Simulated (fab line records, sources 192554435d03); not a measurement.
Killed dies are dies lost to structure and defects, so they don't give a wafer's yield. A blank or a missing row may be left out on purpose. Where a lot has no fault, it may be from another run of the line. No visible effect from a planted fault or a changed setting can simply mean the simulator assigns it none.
Split-lot experiment / flow n5Finfet / 39 wafers read from 7 lots, route of 1938 steps

THE SPLIT
At N5_DUMMY_GATE_DESCUM_20 (chemistry O2, time 6.2 s), the setting timeS was moved away from the recipe's 6.2 s on 15 of the 39 wafers read, by -58.9% to +53.1%. This setting was run at the recipe's value on the other wafers.

THE PATH FROM SPLIT TO READING: the file shows 1 step between them
- N5_DUMMY_GATE_ETCH_29: etches underlayer in N2/H2, target depth 13 nm

THE READING
CAR-EUV_of_DUMMY_GATE_COAT_09.thkNm (the simulator's own value, which no gauge read), in nm, at N5_DUMMY_GATE_ETCH_36 (etches SiARC in CF4, target depth 13 nm). No usual value for it is given in the file. Across the 24 wafers here that went through the recipe, the average is 11.4 nm and the standard deviation 0.26 nm.

wafer=L076.1; tool, chamber at the split=rieDiel-03, 2; timeS as run, s=9.029; against the recipe=+45.6%; CAR-EUV_of_DUMMY_GATE_COAT_09.thkNm, nm=10.2; against lot-mates on the recipe=-1.1
wafer=L076.2; tool, chamber at the split=rieDiel-03, 1,0; timeS as run, s=6.2; against the recipe=recipe; CAR-EUV_of_DUMMY_GATE_COAT_09.thkNm, nm=11; against lot-mates on the recipe=-
wafer=L076.3; tool, chamber at the split=rieDiel-03, 0; timeS as run, s=6.2; against the recipe=recipe; CAR-EUV_of_DUMMY_GATE_COAT_09.thkNm, nm=11.4; against lot-mates on the recipe=-
wafer=L076.6; tool, chamber at the split=rieDiel-03, 1,0; timeS as run, s=6.2; against the recipe=recipe; CAR-EUV_of_DUMMY_GATE_COAT_09.thkNm, nm=11.4; against lot-mates on the recipe=-
wafer=L076.4; tool, chamber at the split=rieDiel-03, 3; timeS as run, s=9.029; against the recipe=+45.6%; CAR-EUV_of_DUMMY_GATE_COAT_09.thkNm, nm=10; against lot-mates on the recipe=-1.3
wafer=L076.5; tool, chamber at the split=rieDiel-03, 3; timeS as run, s=9.029; against the recipe=+45.6%; CAR-EUV_of_DUMMY_GATE_COAT_09.thkNm, nm=9.8; against lot-mates on the recipe=-1.5
wafer=L077.1; tool, chamber at the split=rieDiel-06, 0,3; timeS as run, s=6.2; against the recipe=recipe; CAR-EUV_of_DUMMY_GATE_COAT_09.thkNm, nm=11.4; against lot-mates on the recipe=-
wafer=L077.2; tool, chamber at the split=rieDiel-06, 2; timeS as run, s=6.2; against the recipe=recipe; CAR-EUV_of_DUMMY_GATE_COAT_09.thkNm, nm=11.2; against lot-mates on the recipe=-
wafer=L077.4; tool, chamber at the split=rieDiel-06, 0,3; timeS as run, s=6.2; against the recipe=recipe; CAR-EUV_of_DUMMY_GATE_COAT_09.thkNm, nm=11.2; against lot-mates on the recipe=-
wafer=L077.3; tool, chamber at the split=rieDiel-06, 1,2; timeS as run, s=3.417; against the recipe=-44.9%; CAR-EUV_of_DUMMY_GATE_COAT_09.thkNm, nm=13.2; against lot-mates on the recipe=+1.9
wafer=L077.5; tool, chamber at the split=rieDiel-06, 1; timeS as run, s=3.417; against the recipe=-44.9%; CAR-EUV_of_DUMMY_GATE_COAT_09.thkNm, nm=13; against lot-mates on the recipe=+1.7
wafer=L077.6; tool, chamber at the split=rieDiel-06, 1,2; timeS as run, s=3.417; against the recipe=-44.9%; CAR-EUV_of_DUMMY_GATE_COAT_09.thkNm, nm=12.6; against lot-mates on the recipe=+1.3
wafer=L078.1; tool, chamber at the split=rieDiel-06, 1,0; timeS as run, s=6.2; against the recipe=recipe; CAR-EUV_of_DUMMY_GATE_COAT_09.thkNm, nm=11.6; against lot-mates on the recipe=-
wafer=L078.2; tool, chamber at the split=rieDiel-06, 2,3,2; timeS as run, s=9.494; against the recipe=+53.1%; CAR-EUV_of_DUMMY_GATE_COAT_09.thkNm, nm=9.4; against lot-mates on the recipe=-2.1
wafer=L078.3; tool, chamber at the split=rieDiel-06, 2,3,2; timeS as run, s=9.494; against the recipe=+53.1%; CAR-EUV_of_DUMMY_GATE_COAT_09.thkNm, nm=9.4; against lot-mates on the recipe=-2.1
wafer=L078.6; tool, chamber at the split=rieDiel-06, 2,3,2; timeS as run, s=9.494; against the recipe=+53.1%; CAR-EUV_of_DUMMY_GATE_COAT_09.thkNm, nm=9.4; against lot-mates on the recipe=-2.1
wafer=L078.4; tool, chamber at the split=rieDiel-06, 1,0; timeS as run, s=6.2; against the recipe=recipe; CAR-EUV_of_DUMMY_GATE_COAT_09.thkNm, nm=11.2; against lot-mates on the recipe=-
wafer=L078.5; tool, chamber at the split=rieDiel-06, 1; timeS as run, s=6.2; against the recipe=recipe; CAR-EUV_of_DUMMY_GATE_COAT_09.thkNm, nm=11.8; against lot-mates on the recipe=-
wafer=L086.1; tool, chamber at the split=rieDiel-03, 0,1,2; timeS as run, s=2.547; against the recipe=-58.9%; CAR-EUV_of_DUMMY_GATE_COAT_09.thkNm, nm=13.4; against lot-mates on the recipe=+1.9
wafer=L086.3; tool, chamber at the split=rieDiel-03, 0,1,2; timeS as run, s=2.547; against the recipe=-58.9%; CAR-EUV_of_DUMMY_GATE_COAT_09.thkNm, nm=13.4; against lot-mates on the recipe=+1.9
wafer=L086.2; tool, chamber at the split=rieDiel-03, 0,1,2; timeS as run, s=2.547; against the recipe=-58.9%; CAR-EUV_of_DUMMY_GATE_COAT_09.thkNm, nm=13; against lot-mates on the recipe=+1.5
wafer=L086.4; tool, chamber at the split=rieDiel-03, 3; timeS as run, s=6.2; against the recipe=recipe; CAR-EUV_of_DUMMY_GATE_COAT_09.thkNm, nm=11.2; against lot-mates on the recipe=-
wafer=L086.5; tool, chamber at the split=rieDiel-03, 3,2; timeS as run, s=6.2; against the recipe=recipe; CAR-EUV_of_DUMMY_GATE_COAT_09.thkNm, nm=11.4; against lot-mates on the recipe=-
wafer=L086.6; tool, chamber at the split=rieDiel-03, 3,2; timeS as run, s=6.2; against the recipe=recipe; CAR-EUV_of_DUMMY_GATE_COAT_09.thkNm, nm=11.8; against lot-mates on the recipe=-
wafer=L090.1; tool, chamber at the split=rieDiel-01, 2,1,3,0,1; timeS as run, s=6.2; against the recipe=recipe; CAR-EUV_of_DUMMY_GATE_COAT_09.thkNm, nm=11; against lot-mates on the recipe=-
wafer=L090.2; tool, chamber at the split=rieDiel-01, 2,1,3,0,1; timeS as run, s=6.2; against the recipe=recipe; CAR-EUV_of_DUMMY_GATE_COAT_09.thkNm, nm=11.6; against lot-mates on the recipe=-
wafer=L090.4; tool, chamber at the split=rieDiel-01, 2,1,3,0,1; timeS as run, s=6.2; against the recipe=recipe; CAR-EUV_of_DUMMY_GATE_COAT_09.thkNm, nm=11.6; against lot-mates on the recipe=-
wafer=L090.3; tool, chamber at the split=rieDiel-01, 2,1,3,0,1; timeS as run, s=6.2; against the recipe=recipe; CAR-EUV_of_DUMMY_GATE_COAT_09.thkNm, nm=11.4; against lot-mates on the recipe=-
wafer=L090.6; tool, chamber at the split=rieDiel-01, 2,1,3,0,1; timeS as run, s=6.2; against the recipe=recipe; CAR-EUV_of_DUMMY_GATE_COAT_09.thkNm, nm=11.4; against lot-mates on the recipe=-
wafer=L090.5; tool, chamber at the split=rieDiel-01, 2; timeS as run, s=6.2; against the recipe=recipe; CAR-EUV_of_DUMMY_GATE_COAT_09.thkNm, nm=10.8; against lot-mates on the recipe=-
wafer=L092.1; tool, chamber at the split=rieDiel-03, 3; timeS as run, s=7.849; against the recipe=+26.6%; CAR-EUV_of_DUMMY_GATE_COAT_09.thkNm, nm=10.6; against lot-mates on the recipe=-0.7
wafer=L092.3; tool, chamber at the split=rieDiel-03, 0; timeS as run, s=7.849; against the recipe=+26.6%; CAR-EUV_of_DUMMY_GATE_COAT_09.thkNm, nm=10.6; against lot-mates on the recipe=-0.7
wafer=L092.5; tool, chamber at the split=rieDiel-03, 0; timeS as run, s=7.849; against the recipe=+26.6%; CAR-EUV_of_DUMMY_GATE_COAT_09.thkNm, nm=10.6; against lot-mates on the recipe=-0.7
wafer=L092.2; tool, chamber at the split=rieDiel-03, 1,2,1; timeS as run, s=6.2; against the recipe=recipe; CAR-EUV_of_DUMMY_GATE_COAT_09.thkNm, nm=11.2; against lot-mates on the recipe=-
wafer=L092.6; tool, chamber at the split=rieDiel-03, 1,2,1; timeS as run, s=6.2; against the recipe=recipe; CAR-EUV_of_DUMMY_GATE_COAT_09.thkNm, nm=11.2; against lot-mates on the recipe=-
wafer=L092.4; tool, chamber at the split=rieDiel-03, 1,2,1; timeS as run, s=6.2; against the recipe=recipe; CAR-EUV_of_DUMMY_GATE_COAT_09.thkNm, nm=11.6; against lot-mates on the recipe=-
wafer=L094.1; tool, chamber at the split=rieDiel-06, 0,1,1; timeS as run, s=6.2; against the recipe=recipe; CAR-EUV_of_DUMMY_GATE_COAT_09.thkNm, nm=11.4; against lot-mates on the recipe=-
wafer=L094.2; tool, chamber at the split=rieDiel-06, 0,1,1; timeS as run, s=6.2; against the recipe=recipe; CAR-EUV_of_DUMMY_GATE_COAT_09.thkNm, nm=11.8; against lot-mates on the recipe=-
wafer=L094.6; tool, chamber at the split=rieDiel-06, 0,1,1; timeS as run, s=6.2; against the recipe=recipe; CAR-EUV_of_DUMMY_GATE_COAT_09.thkNm, nm=11.6; against lot-mates on the recipe=-
Where a row lists several chambers, the file gives one row for several wafers and doesn't say which wafer went through which chamber.

THE FIT
A straight line over all 39 wafers: CAR-EUV_of_DUMMY_GATE_COAT_09.thkNm changes by -0.0333 nm for each +1% of timeS; r = -0.97; the points scatter about the line by 0.24 nm.
The same after taking each lot's own level away (the mean of its wafers on the recipe; 39 wafers): -0.0335 nm for each +1%; r = -0.97; scatter 0.26 nm.
Per that fit: largest timeS move, reading shift of 2 nm.
From 11.27 to 11.60 nm: that is the span of the lots' own levels, equal to 1.3 times the standard deviation above.
So the lot-to-lot level changes the slope little: the two slopes agree.
Check: +1.98 nm against its lot-mates is what the line predicts for one of the wafers moved furthest among these (-58.9%) when that wafer is left out of the fit. It came out at +1.93 nm against them.

OTHER SPLITS APPLIED TO THESE WAFERS
Note: prior to the reading, these wafers also went through further splits. Each is held against what the fit with the lots' levels taken away leaves over:
other split on the same wafers=N5_FIN_SAQP_HM_DEP_03 timeS; wafers away from the commonest value=15; r with CAR-EUV_of_DUMMY_GATE_COAT_09.thkNm (lot level and that fit taken away)=+0.10

THE WHOLE CHAIN: every reading that the file lists as answering this split, in the file's order
step=N5_DUMMY_GATE_DESCUM_20; what it does=chemistry O2, time 6.2 s; reading=CAR-EUV_of_DUMMY_GATE_COAT_09.thkNm (the simulator's own value, which no gauge read); change (the file's fit)=-0.0313 nm for each +1% of the setting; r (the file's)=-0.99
step=N5_DUMMY_GATE_ETCH_29; what it does=etches underlayer in N2/H2, target depth 13 nm; reading=CAR-EUV_of_DUMMY_GATE_COAT_09.thkNm (the simulator's own value, which no gauge read); change (the file's fit)=-0.0324 nm for each +1% of the setting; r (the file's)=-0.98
step=N5_DUMMY_GATE_ETCH_36; what it does=etches SiARC in CF4, target depth 13 nm; reading=CAR-EUV_of_DUMMY_GATE_COAT_09.thkNm (the simulator's own value, which no gauge read); change (the file's fit)=-0.0335 nm for each +1% of the setting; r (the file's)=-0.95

FILE'S OWN FIT
CAR-EUV_of_DUMMY_GATE_COAT_09.thkNm changes by -0.0335 nm for each +1% of timeS, r = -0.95.
